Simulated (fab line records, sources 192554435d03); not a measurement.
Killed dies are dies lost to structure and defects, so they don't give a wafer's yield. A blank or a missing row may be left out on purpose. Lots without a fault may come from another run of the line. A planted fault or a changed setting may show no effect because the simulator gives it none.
A struck lot beside a sound one | flow n5_finfet | 17 steps out of a route of 1938
Sound: wafers L591.1, L591.4, L591.5. Struck: wafer L589.2. (L589.1, L589.5 of the same lot were not struck and are left out.) The cause comes at the end.
At each step with rows: each side's tool, then ch and its chambers, then its first start. Under that, the readings that differ: sound wafers | struck wafers | difference of the means | sigmas: that difference in standard deviations of wafers without a fault.
alike: readings whose means differ by less than 2 such deviations, and words and numbers that are the same on both sides. not compared: withheld readings, readings that some wafer has no value for, bounds like >300 that may hide the same value, and numbers for which the record gives no deviation and whose values overlap.
The two part at a step that has a row with sigmas, a row that says differs or no value, or rows on one side only. Numbers that don't overlap but have no deviation are shown without sigmas and don't part them. A reading that every wafer of one side lacks parts them only if that side has two wafers or more.

first, 9 steps without rows for these wafers: N5_BEOL_M7_COAT_63 (time 60 s, resist thk 60 nm); N5_BEOL_M7_COAT_64 (time 60 s, resist thk 12 nm); N5_BEOL_M7_COAT_71 (time 60 s, resist thk 5 nm); N5_BEOL_M7_COAT_22 (resist thk 30 nm); N5_BEOL_M7_EBR_24; N5_BEOL_M7_SOFTBAKE_23 (time 60 s); N5_BEOL_M7_EXPOSE_25 (exposes mask V6, target cd 40 nm); N5_BEOL_M7_PEB_26 (peb time 60 s); N5_BEOL_M7_DEVELOP_27 (develop time 30 s).
N5_BEOL_M7_CD_MEAS_28: target cd 40 nm.
  sound on cd_sem-03 ch 0, day 12 04:24; struck on cd_sem-02 ch 0, day 14 23:10
  alike: cd_nm
N5_BEOL_M7_OVL_MEAS_29:
  sound on overlay-01 ch 0, day 12 04:26; struck on overlay-01 ch 0, day 14 23:11
  alike: V6_OVL
N5_BEOL_M7_INSPECT_30: inspects for defects (brightfield).
  sound on defect_inspect-01, day 12 04:29; struck on defect_inspect-02, day 14 23:15
  alike: raw_defect_count
N5_BEOL_M7_DESCUM_33: chemistry O2, time 7 s.
  sound on rie_diel-06 ch 1,2, day 12 04:31; struck on rie_diel-06 ch 3, day 15 00:07
  reading                                      | sound             | struck | difference | sigmas
  throttle_valve_pct (%)                       | 20.37 20.51 20.35 | 21.00  | +0.59      | +2
  model.CAR-EUV_of_BEOL_M7_COAT_22.thk_nm (nm) | 26 26 26          | 25.8   | -0.2       |
  alike: drypump_motor_current_A, oes_product_au, rf_vpp_V, showerhead_plenum_p_Torr
  not compared: rf_hours_counter_h
N5_BEOL_M7_ETCH_72: etches underlayer in N2/H2, target depth 6.5 nm, time 5.2 s.
  sound on rie_diel-06 ch 1,2, day 12 04:34; struck on rie_diel-06 ch 3, day 15 00:10
  alike: drypump_motor_current_A, etch_rf_on_time_s, oes_product_au, rf_vpp_V, showerhead_plenum_p_Torr, throttle_valve_pct
  not compared: rf_hours_counter_h
N5_BEOL_M7_ETCH_65: etches SiARC in CF4, target depth 15.6 nm, time 26 s.
  sound on rie_diel-06 ch 1,2, day 12 04:34; struck on rie_diel-06 ch 3, day 15 00:11
  reading                                      | sound          | struck | difference | sigmas
  model.CAR-EUV_of_BEOL_M7_COAT_22.thk_nm (nm) | 11.2 11.2 11.2 | 10.8   | -0.4       |
  alike: drypump_motor_current_A, etch_rf_on_time_s, oes_product_au, rf_vpp_V, showerhead_plenum_p_Torr, throttle_valve_pct
  not compared: rf_hours_counter_h
N5_BEOL_M7_ETCH_66: etches SOC in N2/H2, target depth 80 nm, overetch 16 nm, time 120 s.
  sound on rie_diel-06 ch 1,2, day 12 04:36; struck on rie_diel-06 ch 3, day 15 00:12
  alike: drypump_motor_current_A, oes_product_au, rf_vpp_V, showerhead_plenum_p_Torr, throttle_valve_pct
  not compared: rf_hours_counter_h
then, 1 step without rows for these wafers: N5_PASSIVATION_PROBE_49.

WHERE THEY PART
Only at N5_BEOL_M7_DESCUM_33, within this record. Later steps at which nothing parts them and some readings are alike: N5_BEOL_M7_ETCH_72, N5_BEOL_M7_ETCH_65, N5_BEOL_M7_ETCH_66.

WHY: what the simulator had put in
Process parameter drift: rie_diel-06, from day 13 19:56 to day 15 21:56, at N5_BEOL_M7_DESCUM_33. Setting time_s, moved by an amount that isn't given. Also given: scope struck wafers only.
